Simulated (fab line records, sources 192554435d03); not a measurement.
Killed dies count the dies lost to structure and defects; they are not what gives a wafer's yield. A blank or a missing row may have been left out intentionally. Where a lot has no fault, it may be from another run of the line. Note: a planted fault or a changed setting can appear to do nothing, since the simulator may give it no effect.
Comparing a struck lot with a sound one | flow n5 finfet | 15 out of 1938 route steps
Sound: these wafers, L669.1, L669.5, L669.6. Struck: wafer L663.1; the same lot's L663.5 was not struck, so it is left out; see the end for the cause.
Per side, at each step with rows, come the tool, then ch with its chambers, and then its first start. Under that, the readings that differ: sound wafers | struck wafers | difference of the means | sigmas: that difference in standard deviations of wafers without a fault.
alike: a reading whose means differ by less than 2 such deviations, as well as words and numbers matching on both sides. not compared: withheld readings; readings where some wafer has no value; bounds like >300 that might hide an equal value; numbers whose values overlap and for which the record gives no deviation.
Wherever a step has rows on one side only, a row that says differs or no value, or a row with sigmas, the two part there. When numbers do not overlap yet have no deviation, they are printed without sigmas and do not part them. A reading missing from all wafers of one side parts the sides only when that side holds two or more wafers.

first, 1 step without rows for these wafers: N5_BEOL_M11_DEVELOP_27 (develop time 30 s).
N5_BEOL_M11_CD_MEAS_28: target cd 70 nm.
  sound on cd sem-02 ch 0, day 16 14:22; struck on cd sem-03 ch 0, day 13 21:31
  alike: cd nm
N5_BEOL_M11_OVL_MEAS_29:
  sound on overlay-01 ch 0, day 16 14:23; struck on overlay-01 ch 0, day 13 21:33
  alike: V10_OVL
N5_BEOL_M11_INSPECT_30: inspects for defects (brightfield).
  sound: defect inspect-02 at day 16 14:25; struck: defect inspect-01 at day 13 21:35
  alike: raw defect count
then, 1 step without rows for these wafers: N5_BEOL_M11_DESCUM_33 (chemistry O2, time 7.9 s).
N5_BEOL_M11_ETCH_65: etches SiARC in CF4, target depth 39 nm, time 65 s.
  sound on rie diel-03 ch 0,3, day 16 14:31; struck on rie diel-02 ch 0, day 13 21:39
  reading                | sound             | struck | difference | sigmas
  throttle valve pct (%) | 16.10 16.09 15.78 | 15.37  | -0.62      | -3
  alike: chamber pressure mTorr, drypump motor current A, etch rf on time s, oes product au, rf vpp V, showerhead plenum p Torr
  not compared: rf hours counter h
N5_BEOL_M11_ETCH_66: etches SOC in N2/H2, target depth 120 nm, overetch 24 nm, time 180 s.
  sound on rie diel-03 ch 0,3, day 16 14:34; struck on rie diel-02 ch 0, day 13 21:42
  reading                | sound             | struck | difference | sigmas
  throttle valve pct (%) | 18.32 18.29 18.17 | 17.53  | -0.73      | -4
  alike: chamber pressure mTorr, drypump motor current A, h2 flow sccm, n2 flow sccm, oes product au, rf vpp V, showerhead plenum p Torr
  not compared: rf hours counter h
then, 1 step without rows for these wafers: N5_BEOL_M11_STRIP_69 (strips in N2/H2).
N5_BEOL_M11_VIA_ETCH_34: etches SiCOH lowk in C4F6/O2, target depth 184.5 nm, time 69.2 s.
  sound on rie diel-03 ch 0,3, day 16 14:41; struck on rie diel-02 ch 0, day 13 21:49
  reading                | sound             | struck | difference | sigmas
  throttle valve pct (%) | 21.39 21.38 21.11 | 20.56  | -0.73      | -4
  alike: chamber pressure mTorr, drypump motor current A, oes_o_777_au, oes product au, rf vpp V, showerhead plenum p Torr
  not compared: rf hours counter h
then, 1 step without rows for these wafers: N5_BEOL_M11_STRIP_73 (strips in C4F6/O2).
N5_BEOL_M11_STRIP_36: strips in N2/H2.
  sound on rie diel-03 ch 0,3, day 16 14:44; struck on rie diel-02 ch 0, day 13 21:53
  reading                | sound             | struck | difference | sigmas
  throttle valve pct (%) | 24.18 24.16 24.07 | 23.31  | -0.83      | -4
  alike: chamber pressure mTorr, drypump motor current A, h2 flow sccm, n2 flow sccm, oes product au, rf vpp V, showerhead plenum p Torr
  not compared: rf hours counter h
then, 1 step without rows for these wafers: N5_BEOL_M11_TRENCH_ETCH_37 (etches SiCOH lowk in C4F6/O2, target depth 148.83 nm, time 48 s).
N5_BEOL_M11_ETCH_41: etches SiCN in CH3F/O2, target depth 42.6 nm, time 86 s.
  sound on rie diel-03 ch 0,3, day 16 14:49; struck on rie diel-02 ch 0, day 13 21:58
  reading                  | sound             | struck | difference | sigmas
  throttle valve pct (%)   | 16.81 16.79 16.54 | 16.00  | -0.71      | -4
  model.etch.depth nm (nm) | 32.2 32.04 32.88  | 25.37  | -7.00      |
  alike: chamber pressure mTorr, drypump motor current A, oes product au, rf vpp V, showerhead plenum p Torr
  not compared: rf hours counter h
N5_BEOL_M11_STRIP_77: strips in N2/H2, time 10 s.
  sound on rie diel-03 ch 0,3; struck on rie diel-02 ch 0
  reading                | sound             | struck | difference | sigmas
  throttle valve pct (%) | 24.17 24.15 24.09 | 23.27  | -0.87      | -4
  alike: chamber pressure mTorr, drypump motor current A, h2 flow sccm, n2 flow sccm, oes product au, rf vpp V, showerhead plenum p Torr
  not compared: rf hours counter h
N5_PASSIVATION_PROBE_49:
  rows exist in the record for the sound wafers here (prober-01, day 18 04:11), none for the struck ones

== WHERE THEY PART ==
First at N5_BEOL_M11_ETCH_65; last, within this record, at N5_PASSIVATION_PROBE_49.

WHY: what the simulator had put in
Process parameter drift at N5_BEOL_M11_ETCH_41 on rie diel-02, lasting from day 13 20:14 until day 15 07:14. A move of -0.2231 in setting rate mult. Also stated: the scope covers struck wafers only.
